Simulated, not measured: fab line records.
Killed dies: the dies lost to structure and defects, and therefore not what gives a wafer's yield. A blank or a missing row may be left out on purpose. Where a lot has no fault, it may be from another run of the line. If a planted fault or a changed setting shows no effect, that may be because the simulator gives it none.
Matching of chambers | flow n5Finfet | N5_BEOL_M0_SAQP_PECVD_00 on pecvd-03: 3 sister chambers
The step deposits SiCN from 3MS/NH3, target thk 8 nm, time 14 s. 6 wafers are shown with their chamber, then 10 later ones without.

## EACH WAFER AND ITS CHAMBER
wafer  | chamber | throttleValvePct (%) | showerheadPlenumPTorr (Torr)
L083.2 | 2       | 8.2                  | 3.678
L083.4 | 2       | 8.2                  | 3.676
L087.4 | 0       | 9.5                  | 3.669
L087.6 | 1       | 9.3                  | 3.664
L088.1 | 1       | 9.8                  | 3.668
L088.3 | 0       | 9.5                  | 3.678

## WAFERS WITH NO CHAMBER GIVEN
wafer  | throttleValvePct (%) | showerheadPlenumPTorr (Torr)
L088.4 | 8.3                  | 3.668
L093.1 | 8.5                  | 3.675
L093.2 | 9.6                  | 3.667
L093.5 | 9.6                  | 3.660
L095.4 | 9.3                  | 3.653
L095.5 | 8.5                  | 3.667
L095.6 | 9.7                  | 3.663
L096.3 | 8.4                  | 3.673
L096.5 | 9.6                  | 3.660
L096.6 | 8.4                  | 3.665

## WHICH CHAMBER EACH ONE RAN IN
wafer  | from the rows above     | in truth
L088.4 | 2                       | 2
L093.1 | 2                       | 2
L093.2 | can't be placed: 1 or 0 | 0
L093.5 | can't be placed: 1 or 0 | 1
L095.4 | can't be placed: 1 or 0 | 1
L095.5 | 2                       | 2
L095.6 | can't be placed: 1 or 0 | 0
L096.3 | 2                       | 2
L096.5 | can't be placed: 1 or 0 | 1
L096.6 | 2                       | 2
Correctly placed: 5 of 10. Unplaceable from these rows: 5, with the true chamber sitting among the candidates in 5. Number placed wrongly: 0.
How it was worked out, from the rows above alone: a wafer's distance from a chamber is the root of the sum, over the readings, of the square of ((its reading less the chamber's mean) divided by the reading's scatter). If the next closest chamber is less than 2 further off than the closest, the wafer can't be placed; otherwise it belongs to the closest. For every chamber, the mean is computed from those of its wafers that are shown. The scatter: the root of (the sum of the squares of (reading less its chamber's mean) over the shown wafers, divided by (wafers less chambers)).
